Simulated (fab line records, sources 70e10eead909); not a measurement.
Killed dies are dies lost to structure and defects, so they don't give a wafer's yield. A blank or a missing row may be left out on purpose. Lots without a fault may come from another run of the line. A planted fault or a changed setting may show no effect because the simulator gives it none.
Chamber matching | flow nand_harc | NHARC_P_M2_PRE_CLEAN_32 on pecvd-04: 3 sister chambers
The step time 12 s. 3 wafers are shown with their chamber, then 8 later ones without.

WAFERS WITH THEIR CHAMBER
wafer  | chamber | heater_power_w (W)
L271.1 | 1       | 568
L271.5 | 0       | 610
L272.3 | 2       | 680

WAFERS WITHOUT THEIR CHAMBER
wafer  | heater_power_w (W)
L272.4 | 605
L272.5 | 540
L275.1 | 672
L275.3 | 586
L275.6 | 564
L276.3 | 594
L276.4 | 646
L276.5 | 614

WHICH CHAMBER EACH WENT THROUGH
wafer  | from the rows above     | in truth
L272.4 | can't be placed: 0 or 1 | 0
L272.5 | 1                       | 1
L275.1 | 2                       | 2
L275.3 | can't be placed: 1 or 0 | 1
L275.6 | 1                       | 1
L276.3 | can't be placed: 0 or 1 | 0
L276.4 | can't be placed: 2 or 0 | 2
L276.5 | 0                       | 0
Placed correctly: 4 of 8. Can't be placed from these rows: 4 (the true chamber is among the candidates in 4). Placed wrongly: 0.
How it was worked out, from the rows above alone: a wafer's distance from a chamber is the root of the sum, over the readings, of the square of ((its reading less the chamber's mean) divided by the reading's scatter). The wafer belongs to the nearest chamber; if the next one is less than 2 further off, it can't be placed. A chamber's mean is the mean of its shown wafers. The scatter: with one shown wafer a chamber, the root of the mean of the squares of how far each hidden wafer lies from its nearest shown one.
